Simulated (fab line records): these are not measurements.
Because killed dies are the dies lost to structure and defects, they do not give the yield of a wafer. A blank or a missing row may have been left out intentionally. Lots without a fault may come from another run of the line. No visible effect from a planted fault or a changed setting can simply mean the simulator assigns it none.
fab line records | flow nand-harc
record lots=13 | wafers=39 | last-day=25
route steps=1159 shown A_CONTACT@943 END@1159
lots that met no fault: taken from a fault-free run of the same line
start-h: the number of hours between the record's first day and the start of the first shown wafer of the lot | wait-h: how many hours have passed since the lot's step before this one | " unchanged from the row above | L1.1+2: several wafers, shown together as one row | - value missing, or start not given | * or withheld: withheld | < > ~ a bound
route shown NAME@n: NAME is a module with steps in the file, n the number in the route of the first one | usual: mean/standard deviation of fault-free wafers | same: alike in all rows | chamber/n: place in a boat | sites: readings site by site | _std_site: standard deviation across them | _edge_site: the outer-site mean with the inner-site mean subtracted | radius-mm: how far each site lies from the wafer's centre | mask NAME#n: copy n | behind: the most recent tool/chamber to have shaped the wafer | hold: reason for holding the lot/hours on hold/outcome of the hold | device: the transistor (n, p or np) that didn't switch | end of line: the same wafers' tests at the end of the route | where a step has no rows: the recipe by itself | killed: count of dies lost to structure and defects at first sort (not the wafer's yield) | map: per-die view of a wafer (x killed, . not killed, _ where there is no die)
set.NAME: the setting that was run; set.NAME@STEP: the one run at that earlier step | model.NAME: the simulator's own value behind a step, which no gauge read
route steps across a sampled set of lots; one table per step, one row per wafer
services: the hour from which a tool's chamber was out of use, counted from the record's first day as start-h (under 0 if before that day), plus the number of hours and why
## steps
# step NHARC_A_CONTACT_ETCH_134
# recipe source-w=withheld | pressure-mtorr=20 | bias-v=withheld | time-s=140 | target-depth-a=7000 | ar-flow-sccm=withheld | c4f8-flow-sccm=withheld | o2-flow-sccm=withheld | chemistry=C4F8/O2/Ar
lot.wafer | tool            | chamber | start-h | wait-h | rf-hours-counter-h
L880.4    | har-cap-etch-01 | 1       | 388.28  | -      | -
L880.3    | "               | 0       | "       | "      | -
L880.6    | "               | 1       | "       | "      | -
L881.2    | har-cap-etch-01 | 1       | 422.81  | -      | 66
L881.6    | "               | 1       | "       | "      | -
L881.5    | "               | 0       | "       | "      | -
L886.1    | har-cap-etch-03 | 1       | 425.90  | -      | 89
L886.4    | "               | 0       | "       | "      | -
L886.6    | "               | 0       | "       | "      | -
L885.2    | har-cap-etch-03 | 0       | 442.01  | -      | 91
L885.6    | "               | 1       | "       | "      | -
L885.5    | "               | 0       | "       | "      | -
L887.4    | har-cap-etch-03 | 1       | 442.96  | -      | -
L887.6    | "               | 1       | "       | "      | -
L887.5    | "               | 0       | "       | "      | -
L893.3    | har-cap-etch-02 | 0       | 472.03  | -      | -
L893.5    | "               | 0       | "       | "      | -
L893.6    | "               | 1       | "       | "      | -
L892.2    | har-cap-etch-02 | 1       | 473.28  | -      | 29
L892.1    | "               | 0       | "       | "      | 29
L892.5    | "               | 0       | "       | "      | -
L896.3    | har-cap-etch-02 | 0       | 489.75  | -      | -
L896.4    | "               | 1       | "       | "      | -
L896.6    | "               | 1       | "       | "      | -
L895.2    | har-cap-etch-03 | 1       | 493.65  | -      | 101
L895.3    | "               | 1       | "       | "      | -
L895.6    | "               | 0       | "       | "      | -
L897.1    | har-cap-etch-03 | 0       | 507.26  | -      | 103
L897.3    | "               | 0       | "       | "      | -
L897.4    | "               | 1       | "       | "      | -
L899.1    | har-cap-etch-01 | 0       | 517.15  | -      | 82
L899.2    | "               | 1       | "       | "      | 82
L899.5    | "               | 1       | "       | "      | -
L898.2    | har-cap-etch-03 | 0       | 517.39  | -      | 104
L898.4    | "               | 0       | "       | "      | -
L898.5    | "               | 0       | "       | "      | -
L900.2    | har-cap-etch-02 | 0       | 530.61  | -      | 39
L900.3    | "               | 0       | "       | "      | -
L900.5    | "               | 1       | "       | "      | -
# step NHARC_A_CONTACT_ETCH_136
# recipe source-w=withheld | pressure-mtorr=20 | bias-v=3000 | time-s=132 | target-depth-a=12870 | ar-flow-sccm=withheld | c4f8-flow-sccm=withheld | o2-flow-sccm=withheld | chemistry=C4F8/O2/Ar
lot.wafer | tool            | chamber | start-h | wait-h | rf-hours-counter-h
L880.4    | har-cap-etch-01 | 1       | 388.58  | 0.1    | -
L880.3    | "               | 0       | "       | "      | -
L880.6    | "               | 1       | "       | "      | -
L881.2    | har-cap-etch-01 | 1       | 423.14  | 0.1    | 67
L881.6    | "               | 1       | "       | "      | -
L881.5    | "               | 0       | "       | "      | -
L886.1    | har-cap-etch-03 | 1       | 426.23  | 0.1    | 89
L886.4    | "               | 0       | "       | "      | -
L886.6    | "               | 0       | "       | "      | -
L885.2    | har-cap-etch-03 | 0       | 442.32  | 0.1    | 91
L885.6    | "               | 1       | "       | "      | -
L885.5    | "               | 0       | "       | "      | -
L887.4    | har-cap-etch-03 | 1       | 443.26  | 0.1    | -
L887.6    | "               | 1       | "       | "      | -
L887.5    | "               | 0       | "       | "      | -
L893.3    | har-cap-etch-02 | 0       | 472.32  | 0.1    | -
L893.5    | "               | 0       | "       | "      | -
L893.6    | "               | 1       | "       | "      | -
L892.2    | har-cap-etch-02 | 1       | 473.59  | 0.1    | 29
L892.1    | "               | 0       | "       | "      | 29
L892.5    | "               | 0       | "       | "      | -
L896.3    | har-cap-etch-02 | 0       | 490.05  | 0.1    | -
L896.4    | "               | 1       | "       | "      | -
L896.6    | "               | 1       | "       | "      | -
L895.2    | har-cap-etch-03 | 1       | 493.96  | 0.1    | 101
L895.3    | "               | 1       | "       | "      | -
L895.6    | "               | 0       | "       | "      | -
L897.1    | har-cap-etch-03 | 0       | 507.58  | 0.1    | 103
L897.3    | "               | 0       | "       | "      | -
L897.4    | "               | 1       | "       | "      | -
L899.1    | har-cap-etch-01 | 0       | 517.47  | 0.1    | 83
L899.2    | "               | 1       | "       | "      | 83
L899.5    | "               | 1       | "       | "      | -
L898.2    | har-cap-etch-03 | 0       | 517.72  | 0.1    | 105
L898.4    | "               | 0       | "       | "      | -
L898.5    | "               | 0       | "       | "      | -
L900.2    | har-cap-etch-02 | 0       | 530.92  | 0.1    | 39
L900.3    | "               | 0       | "       | "      | -
L900.5    | "               | 1       | "       | "      | -
# step NHARC_A_CONTACT_ETCH_139
# recipe source-w=withheld | pressure-mtorr=20 | bias-v=400 | time-s=137 | target-depth-a=5900 | ar-flow-sccm=withheld | c4f8-flow-sccm=11.5 | o2-flow-sccm=7.2 | chemistry=C4F8/O2/Ar
lot.wafer | tool            | chamber | start-h | wait-h | rf-hours-counter-h
L880.4    | har-cap-etch-01 | 1       | 388.98  | 0.1    | -
L880.3    | "               | 0       | "       | "      | -
L880.6    | "               | 1       | "       | "      | -
L881.2    | har-cap-etch-01 | 1       | 423.50  | 0.1    | 67
L881.6    | "               | 1       | "       | "      | -
L881.5    | "               | 0       | "       | "      | -
L886.1    | har-cap-etch-03 | 1       | 426.59  | 0.1    | 89
L886.4    | "               | 0       | "       | "      | -
L886.6    | "               | 0       | "       | "      | -
L885.2    | har-cap-etch-03 | 0       | 442.71  | 0.1    | 91
L885.6    | "               | 1       | "       | "      | -
L885.5    | "               | 0       | "       | "      | -
L887.4    | har-cap-etch-03 | 1       | 443.66  | 0.1    | -
L887.6    | "               | 1       | "       | "      | -
L887.5    | "               | 0       | "       | "      | -
L893.3    | har-cap-etch-02 | 0       | 472.72  | 0.1    | -
L893.5    | "               | 0       | "       | "      | -
L893.6    | "               | 1       | "       | "      | -
L892.2    | har-cap-etch-02 | 1       | 473.95  | 0.1    | 30
L892.1    | "               | 0       | "       | "      | 30
L892.5    | "               | 0       | "       | "      | -
L896.3    | har-cap-etch-02 | 0       | 490.45  | 0.1    | -
L896.4    | "               | 1       | "       | "      | -
L896.6    | "               | 1       | "       | "      | -
L895.2    | har-cap-etch-03 | 1       | 494.34  | 0.1    | 101
L895.3    | "               | 1       | "       | "      | -
L895.6    | "               | 0       | "       | "      | -
L897.1    | har-cap-etch-03 | 0       | 507.95  | 0.1    | 103
L897.3    | "               | 0       | "       | "      | -
L897.4    | "               | 1       | "       | "      | -
L899.1    | har-cap-etch-01 | 0       | 517.84  | 0.1    | 83
L899.2    | "               | 1       | "       | "      | 83
L899.5    | "               | 1       | "       | "      | -
L898.2    | har-cap-etch-03 | 0       | 518.08  | 0.1    | 105
L898.4    | "               | 0       | "       | "      | -
L898.5    | "               | 0       | "       | "      | -
L900.2    | har-cap-etch-02 | 0       | 531.30  | 0.1    | 39
L900.3    | "               | 0       | "       | "      | -
L900.5    | "               | 1       | "       | "      | -
# step NHARC_A_CONTACT_CVD_19
# recipe target-thk-a=3000 | temp-c=300 | pressure-torr=40 | wf6-flow-sccm=40 | h2-flow-sccm=1600 | ar-flow-sccm=1560 | time-s=802 | material=W
# usual heater-power-w=469/30 | throttle-valve-pct=7.87/0.21
lot.wafer | tool     | chamber | start-h | wait-h | heater-power-w | throttle-valve-pct
L880.4    | cvd-w-02 | 1       | 397.65  | -      | 495            | 7.56
L880.3    | "        | 0       | "       | "      | 434            | 7.57
L880.6    | "        | 1       | "       | "      | 485            | 7.36
L881.2    | cvd-w-01 | 0       | 425.41  | -      | 511            | 7.79
L881.5    | "        | 1       | "       | "      | 446            | 8.01
L881.6    | "        | 0       | "       | "      | 496            | 7.48
L881.2    | cvd-w-01 | 0       | 426.42  | 0.9    | 510            | 8.12
L881.5    | "        | 1       | "       | "      | 460            | 7.97
L881.6    | "        | 0       | "       | "      | 491            | 7.75
L886.1    | cvd-w-01 | 0       | 430.63  | -      | 503            | 7.76
L886.4    | "        | 0       | "       | "      | 507            | 7.81
L886.6    | "        | 0       | "       | "      | 490            | 7.67
L886.1    | cvd-w-01 | 0       | 435.73  | 5.0    | 499            | 7.78
L886.4    | "        | 0       | "       | "      | 503            | 7.84
L886.6    | "        | 0       | "       | "      | 500            | 7.88
L885.2    | cvd-w-01 | 0       | 444.63  | -      | 502            | 7.92
L885.5    | "        | 1       | "       | "      | 446            | 8.08
L885.6    | "        | 0       | "       | "      | 483            | 7.78
L885.2    | cvd-w-01 | 0       | 446.22  | 1.5    | 491            | 7.82
L885.5    | "        | 1       | "       | "      | 454            | 8.18
L885.6    | "        | 0       | "       | "      | 497            | 7.73
L887.4    | cvd-w-01 | 0       | 445.73  | -      | 505            | 8.04
L887.5    | "        | 1       | "       | "      | 458            | 8.04
L887.6    | "        | 0       | "       | "      | 502            | 7.91
L893.3    | cvd-w-01 | 1       | 474.84  | -      | 451            | 8.36
L893.5    | "        | 0       | "       | "      | 497            | 8.19
L893.6    | "        | 1       | "       | "      | 452            | 8.19
L892.1    | cvd-w-02 | 1       | 483.26  | -      | 485            | 7.70
L892.2    | "        | 0       | "       | "      | 432            | 7.73
L892.5    | "        | 0       | "       | "      | 439            | 7.93
L896.4    | cvd-w-02 | 0       | 499.90  | -      | 433            | 7.95
L896.3    | "        | 1       | "       | "      | 490            | 7.92
L896.6    | "        | 1       | "       | "      | 475            | 7.64
L895.2    | cvd-w-02 | 0       | 501.47  | -      | 434            | 7.78
L895.3    | "        | 1       | "       | "      | 479            | 8.13
L895.6    | "        | 1       | "       | "      | 478            | 7.91
L897.1    | cvd-w-01 | 0       | 513.86  | -      | 533            | 7.56
L897.4    | "        | 1       | "       | "      | 463            | 8.05
L897.3    | "        | 0       | "       | "      | 533            | 7.75
L899.2    | cvd-w-02 | 0       | 522.00  | -      | 448            | 8.21
L899.1    | "        | 1       | "       | "      | 479            | 7.82
L899.5    | "        | 0       | "       | "      | 431            | 7.99
L898.2    | cvd-w-01 | 0       | 525.93  | -      | 513            | 7.65
L898.4    | "        | 0       | "       | "      | 509            | 7.73
L898.5    | "        | 1       | "       | "      | 446            | 7.98
L900.2    | cvd-w-02 | 0       | 540.24  | -      | 428            | 7.94
L900.3    | "        | 1       | "       | "      | 504            | 7.86
L900.5    | "        | 0       | "       | "      | 438            | 7.65
# step NHARC_A_CONTACT_CMP_20
# recipe t-overpolish-s=30 | target-thk-nm=300
# usual motor-current-A=12.3/1.2 | overpolish-run-s=30.000/0.0092 | pad-life-wafers=222/150 | time-to-endpoint-s=60/4.2
lot.wafer | tool   | chamber | start-h | wait-h | motor-current-A | overpolish-run-s | pad-life-wafers | time-to-endpoint-s
L880.4    | cmp-01 | 0       | 398.35  | 0.6    | 12.8            | 29.993           | 62              | 62
L880.3    | "      | 1       | "       | "      | 11.7            | 30.009           | 63              | 64
L880.6    | "      | 2       | "       | "      | 14.0            | 29.996           | -               | 65
L881.2    | cmp-04 | 3       | 427.29  | 0.7    | 12.8            | 29.990           | 141             | 123
L881.6    | "      | 3       | "       | "      | 12.1            | 30.000           | -               | 125
L881.5    | "      | 0       | "       | "      | 11.9            | 29.997           | -               | 122
L886.4    | cmp-03 | 3       | 436.61  | 0.5    | 13.0            | 29.997           | 477             | 114
L886.1    | "      | 2       | "       | "      | 13.2            | 29.990           | 480             | 120
L886.6    | "      | 3       | "       | "      | 13.6            | 30.012           | -               | 113
L887.4    | cmp-04 | 1       | 446.29  | 0.4    | 12.5            | 29.995           | 236             | 61
L887.5    | "      | 3       | "       | "      | 12.5            | 29.991           | -               | 63
L887.6    | "      | 0       | "       | "      | 11.7            | 29.994           | -               | 62
L885.2    | cmp-03 | 0       | 447.13  | 0.8    | 11.5            | 30.005           | 538             | 111
L885.5    | "      | 3       | "       | "      | 13.5            | 30.016           | -               | 115
L885.6    | "      | 0       | "       | "      | 12.8            | 29.990           | -               | 107
L893.3    | cmp-03 | 2       | 475.40  | 0.4    | 12.7            | 30.000           | 104             | 64
L893.5    | "      | 0       | "       | "      | 11.4            | 29.993           | -               | 50
L893.6    | "      | 1       | "       | "      | 12.7            | 29.996           | -               | 60
L892.1    | cmp-01 | 3       | 484.20  | 0.8    | 11.3            | 30.009           | 44              | 57
L892.2    | "      | 0       | "       | "      | 12.8            | 29.997           | 45              | 59
L892.5    | "      | 1       | "       | "      | 11.4            | 30.004           | -               | 67
L896.4    | cmp-01 | 1       | 500.54  | 0.5    | 11.4            | 29.987           | 138             | 62
L896.3    | "      | 2       | "       | "      | 14.4            | 29.998           | 139             | 59
L896.6    | "      | 1       | "       | "      | 11.3            | 30.009           | -               | 61
L895.3    | cmp-04 | 0       | 502.35  | 0.4    | 11.3            | 30.002           | 6               | 67
L895.2    | "      | 3       | "       | "      | 12.0            | 29.995           | 9               | 66
L895.6    | "      | 0       | "       | "      | 11.8            | 29.994           | -               | 67
L897.3    | cmp-01 | 3       | 514.62  | 0.4    | 11.9            | 29.999           | 210             | 57
L897.1    | "      | 0       | "       | "      | 13.0            | 30.003           | 211             | 61
L897.4    | "      | 2       | "       | "      | 13.3            | 30.005           | 213             | 61
L899.2    | cmp-04 | 1       | 522.95  | 0.8    | 12.7            | 29.991           | 122             | 66
L899.1    | "      | 2       | "       | "      | 10.0            | 30.014           | 123             | 65
L899.5    | "      | 0       | "       | "      | 11.6            | 30.002           | -               | 69
L898.4    | cmp-03 | 2       | 526.69  | 0.4    | 12.6            | 30.006           | 420             | 63
L898.2    | "      | 1       | "       | "      | 13.9            | 30.002           | 423             | 57
L898.5    | "      | 3       | "       | "      | 13.5            | 29.983           | -               | 58
L900.3    | cmp-01 | 0       | 541.14  | 0.4    | 13.3            | 29.996           | 324             | 59
L900.2    | "      | 3       | "       | "      | 11.7            | 29.983           | 327             | 59
L900.5    | "      | 0       | "       | "      | 13.3            | 30.007           | -               | 61
# step NHARC_END_SORT_01
# recipe temp-c=25
# usual killed-at-array=25/9.7 | killed-at-other=0.7/0.87 | killed-at-periphery=3.3/2.3 | killed-dies=29/11 | killed-open=3.6/2.1 | killed-short=2.3/1.7
# same gross-dies=677
lot.wafer | tool      | chamber | start-h | wait-h | killed-at-array | killed-at-other | killed-at-periphery | killed-dies | killed-open | killed-short
L886.1    | prober-01 | 0       | 480.85  | 2.5    | 20              | 2               | 1                   | 23          | 4           | 1
L886.4    | prober-01 | 0       | 483.26  | 3.4    | 31              | 1               | 2                   | 34          | 6           | 2
L886.6    | prober-01 | 0       | 484.87  | 4.0    | 18              | 1               | 4                   | 23          | 5           | 2
L896.3    | prober-01 | 0       | 545.98  | 3.1    | 15              | 0               | 2                   | 17          | 1           | 1
L896.4    | prober-01 | 0       | 546.79  | 3.4    | 23              | 1               | 4                   | 28          | 1           | 5
L896.6    | prober-01 | 0       | 548.40  | 4.0    | 9               | 1               | 6                   | 16          | 1           | 1
# killed by level:class
L886.1 A_CHANNEL_HOLE_D1:chamber-film-flake=8 A_CONTACT:chamber-film-flake=4 A_ONON_D1:geometric-particle:open=2 A_ZERO_WELL:chamber-film-flake=2 THIN_TSV:chamber-film-flake=2 A_CHANNEL_FILL_D1:geometric-particle:short=1 A_CONTACT:geometric-particle:open=1 A_M0:geometric-particle:open=1
L886.4 A_CHANNEL_HOLE_D1:chamber-film-flake=19 A_CONTACT:chamber-film-flake=4 A_CONTACT:geometric-particle:open=2 A_ZERO_WELL:chamber-film-flake=2 P_CONTACT:geometric-particle:open=1 P_M2:geometric-particle:open=1 A_WL_FILL:geometric-particle:short=1 A_WL_FILL:geometric-particle:open=1
L886.6 A_CHANNEL_HOLE_D1:chamber-film-flake=12 A_CONTACT:geometric-particle:open=2 P_CONTACT:geometric-particle:open=1 P_M1:geometric-particle:open=1 A_CHANNEL_FILL_D1:geometric-particle:short=1 A_WL_FILL:geometric-particle:short=1 A_M0:geometric-particle:open=1 P_ZERO_WELL:chamber-film-flake=1
L896.3 A_CHANNEL_HOLE_D1:chamber-film-flake=9 P_ZERO_WELL:chamber-film-flake=2 A_CONTACT:chamber-film-flake=2 A_M1:chamber-film-flake=2 A_CONTACT:geometric-particle:open=1 A_M1:geometric-particle:short=1
L896.4 A_CHANNEL_HOLE_D1:chamber-film-flake=11 A_CONTACT:chamber-film-flake=4 A_M1:chamber-film-flake=3 A_WL_FILL:geometric-particle:short=2 P_ZERO_WELL:chamber-film-flake=2 P_CONTACT:geometric-particle:open=1 P_CONTACT:geometric-particle:short=1 A_CONTACT:geometric-particle:short=1
L896.6 A_CHANNEL_HOLE_D1:chamber-film-flake=6 P_ZERO_WELL:chamber-film-flake=3 P_GATE:chamber-film-flake=2 A_SOURCE_PLATE:geometric-particle:open=1 A_BONDPAD:geometric-particle:short=1 P_STI:chamber-film-flake=1 A_M1:chamber-film-flake=1 HYBRID_BOND:latent=1
## services
tool            | chamber | start-h | hours | kind
cmp-04          | -       | 368.02  | 1.4   | repair
cmp-01          | -       | 375.81  | 4.0   | pm
cvd-w-02        | -       | 383.97  | 13.0  | pm
cvd-w-02        | 0       | 383.97  | 13.0  | vent-cycle
cvd-w-02        | 1       | 383.97  | 13.0  | vent-cycle
cvd-w-02        | 0       | 396.97  | -     | clean
cmp-04          | -       | 397.24  | 1.0   | repair
cmp-04          | -       | 399.00  | 4.0   | pm
cmp-03          | -       | 407.07  | 1.3   | repair
har-cap-etch-02 | -       | 408.66  | 1.6   | repair
cmp-03          | -       | 454.39  | 4.0   | pm
cmp-01          | -       | 473.81  | 4.0   | pm
cmp-04          | -       | 475.59  | 14.5  | repair
cvd-w-01        | -       | 477.74  | 13.0  | pm
cvd-w-01        | 0       | 477.74  | 13.0  | vent-cycle
cvd-w-01        | 1       | 477.74  | 13.0  | vent-cycle
cmp-03          | -       | 480.24  | 1.4   | repair
cvd-w-01        | 0       | 490.74  | -     | clean
cvd-w-01        | 1       | 490.74  | -     | clean
cmp-04          | -       | 497.00  | 4.0   | pm
cmp-03          | -       | 501.46  | 2.8   | repair
cmp-01          | -       | 521.09  | 1.1   | repair
cvd-w-02        | -       | 531.27  | 8.5   | repair
cmp-03          | -       | 536.12  | 2.1   | repair
## key
first-sign step=NHARC_A_CONTACT_CVD_19 | reading=visit | direction=added
effect step=NHARC_A_CONTACT_CMP_20 | reading=time-to-endpoint-s | direction=up | sigmas=13 | usual=* | struck=*
met-at NHARC_A_CONTACT_CVD_19
struck-lots L881,L885,L886
tester-left-out L881,L885,L886
not-acting-at NHARC_A_CONTACT_ETCH_134,NHARC_A_CONTACT_ETCH_136,NHARC_A_CONTACT_ETCH_139
fault kind=repeated-step-whole | tool=cvd-w-01,cvd-w-02 | chamber=- | onset-h=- | steps=NHARC_A_CONTACT_CVD_19 | times=1 | scope=struck-lots-only
# tester-left-out: of these lots the tester's yield and bins aren't shown, on N5 and GAA mostly nor the transistor test; their killed dies are dies lost to structure and defects alone, not to doping, threshold or leakage, so they don't give the yield
